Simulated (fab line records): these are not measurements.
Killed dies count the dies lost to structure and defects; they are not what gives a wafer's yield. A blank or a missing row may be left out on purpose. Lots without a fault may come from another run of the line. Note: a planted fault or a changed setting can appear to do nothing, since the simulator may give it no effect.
Chamber matching / flow n5 finfet / 3 sister chambers for N5_BEOL_M2_PRE_CLEAN_60 on cvd co-01
The step time 15 s. 27 wafers are shown with their chamber, then 12 later ones without.

## EACH WAFER AND ITS CHAMBER
wafer=L075.1; chamber=0; heater power outer w (W)=9; heater power w (W)=65
wafer=L075.4; chamber=2; heater power outer w (W)=33; heater power w (W)=114
wafer=L075.6; chamber=0; heater power outer w (W)=9; heater power w (W)=62
wafer=L080.2; chamber=2; heater power outer w (W)=32; heater power w (W)=117
wafer=L080.3; chamber=1; heater power outer w (W)=10; heater power w (W)=66
wafer=L080.6; chamber=1; heater power outer w (W)=10; heater power w (W)=66
wafer=L081.2; chamber=1; heater power outer w (W)=10; heater power w (W)=68
wafer=L081.3; chamber=2; heater power outer w (W)=33; heater power w (W)=115
wafer=L081.4; chamber=2; heater power outer w (W)=32; heater power w (W)=115
wafer=L082.1; chamber=2; heater power outer w (W)=32; heater power w (W)=119
wafer=L082.4; chamber=2; heater power outer w (W)=32; heater power w (W)=118
wafer=L082.5; chamber=0; heater power outer w (W)=9; heater power w (W)=65
wafer=L083.1; chamber=1; heater power outer w (W)=10; heater power w (W)=66
wafer=L083.5; chamber=1; heater power outer w (W)=10; heater power w (W)=68
wafer=L083.6; chamber=0; heater power outer w (W)=9; heater power w (W)=66
wafer=L084.1; chamber=0; heater power outer w (W)=9; heater power w (W)=64
wafer=L084.2; chamber=1; heater power outer w (W)=10; heater power w (W)=68
wafer=L084.4; chamber=0; heater power outer w (W)=9; heater power w (W)=65
wafer=L086.1; chamber=0; heater power outer w (W)=9; heater power w (W)=65
wafer=L086.2; chamber=1; heater power outer w (W)=10; heater power w (W)=65
wafer=L086.4; chamber=1; heater power outer w (W)=10; heater power w (W)=66
wafer=L085.3; chamber=1; heater power outer w (W)=10; heater power w (W)=66
wafer=L085.4; chamber=1; heater power outer w (W)=10; heater power w (W)=68
wafer=L085.5; chamber=0; heater power outer w (W)=9; heater power w (W)=64
wafer=L091.3; chamber=0; heater power outer w (W)=9; heater power w (W)=65
wafer=L091.4; chamber=2; heater power outer w (W)=32; heater power w (W)=116
wafer=L091.5; chamber=1; heater power outer w (W)=10; heater power w (W)=67

SIGNATURES (means of the wafers above)
reading=heater power outer w; chamber 0=9.00; chamber 1=10.00; chamber 2=32.29; scatter within a chamber=0.244
reading=heater power w; chamber 0=64.56; chamber 1=66.73; chamber 2=116.29; scatter within a chamber=1.32
Rule: a wafer lies at a distance from a chamber equal to the root of the sum of squares, over the readings, of (its reading less the chamber's mean, divided by the reading's scatter). If the next closest chamber is less than 2 further off than the closest, the wafer can't be placed; otherwise it belongs to the closest. The scatter: the root of (the sum of the squares of (reading less its chamber's mean) over the shown wafers, divided by (wafers less chambers)).

## WAFERS WITH NO CHAMBER GIVEN
wafer=L092.1; heater power outer w (W)=10; heater power w (W)=66
wafer=L092.2; heater power outer w (W)=32; heater power w (W)=119
wafer=L092.5; heater power outer w (W)=9; heater power w (W)=64
wafer=L094.1; heater power outer w (W)=33; heater power w (W)=116
wafer=L094.4; heater power outer w (W)=10; heater power w (W)=67
wafer=L094.5; heater power outer w (W)=9; heater power w (W)=65
wafer=L095.1; heater power outer w (W)=9; heater power w (W)=64
wafer=L095.4; heater power outer w (W)=33; heater power w (W)=115
wafer=L095.6; heater power outer w (W)=9; heater power w (W)=65
wafer=L097.1; heater power outer w (W)=10; heater power w (W)=68
wafer=L097.2; heater power outer w (W)=32; heater power w (W)=119
wafer=L097.5; heater power outer w (W)=9; heater power w (W)=66

## CHAMBER TAKEN BY EACH
wafer=L092.1; from the rows above=1; in truth=1
wafer=L092.2; from the rows above=2; in truth=2
wafer=L092.5; from the rows above=0; in truth=0
wafer=L094.1; from the rows above=2; in truth=2
wafer=L094.4; from the rows above=1; in truth=1
wafer=L094.5; from the rows above=0; in truth=0
wafer=L095.1; from the rows above=0; in truth=0
wafer=L095.4; from the rows above=2; in truth=2
wafer=L095.6; from the rows above=0; in truth=0
wafer=L097.1; from the rows above=1; in truth=1
wafer=L097.2; from the rows above=2; in truth=2
wafer=L097.5; from the rows above=0; in truth=0
Placed correctly: 12 of 12. From these rows, 0 cannot be placed. 0 placed wrongly.
